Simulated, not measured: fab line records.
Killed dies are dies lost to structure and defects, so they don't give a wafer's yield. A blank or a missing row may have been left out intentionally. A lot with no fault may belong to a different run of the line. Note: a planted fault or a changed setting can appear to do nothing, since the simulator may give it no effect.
Matching of chambers + flow n5Finfet + 3 sister chambers for N5_BEOL_M10_CURE_72 on uvCure-02
The step cures SiCOH lowk, time 120 s. 3 wafers are shown with their chamber, then 9 later ones without.

## EACH WAFER AND ITS CHAMBER
| wafer  | chamber | wafer_temp_C_max |
|--------|---------|------------------|
| L079.4 | 0       | 371.1            |
| L087.6 | 2       | 371.8            |
| L094.5 | 1       | 370.7            |

## WAFERS WITHOUT THEIR CHAMBER
| wafer  | wafer_temp_C_max |
|--------|------------------|
| L095.1 | 371.0            |
| L095.4 | 370.7            |
| L095.6 | 371.1            |
| L097.3 | 371.0            |
| L097.5 | 370.5            |
| L097.6 | 370.7            |
| L091.3 | 371.5            |
| L091.4 | 371.9            |
| L091.5 | 371.3            |

## CHAMBER TAKEN BY EACH
| wafer  | from the rows above     | in truth                   |
|--------|-------------------------|----------------------------|
| L095.1 | can't be placed: 0 or 1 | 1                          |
| L095.4 | 1                       | 1                          |
| L095.6 | 0                       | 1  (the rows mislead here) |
| L097.3 | can't be placed: 0 or 1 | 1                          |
| L097.5 | 1                       | 1                          |
| L097.6 | 1                       | 1                          |
| L091.3 | can't be placed: 2 or 0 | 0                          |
| L091.4 | 2                       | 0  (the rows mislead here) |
| L091.5 | 0                       | 0                          |
4 of 9 placed correctly. Can't be placed from these rows: 3 (the true chamber is among the candidates in 3). Wrongly placed: 2.
How it was worked out, from the rows above alone: a wafer's distance from a chamber is the root of the sum, over the readings, of the square of ((its reading less the chamber's mean) divided by the reading's scatter). The wafer belongs to the nearest chamber; if the next one is less than 2 further off, it can't be placed. The mean given for a chamber averages the wafers shown for that chamber. The scatter: root of mean squared gap, hidden wafer to nearest shown wafer, with one shown wafer a chamber.
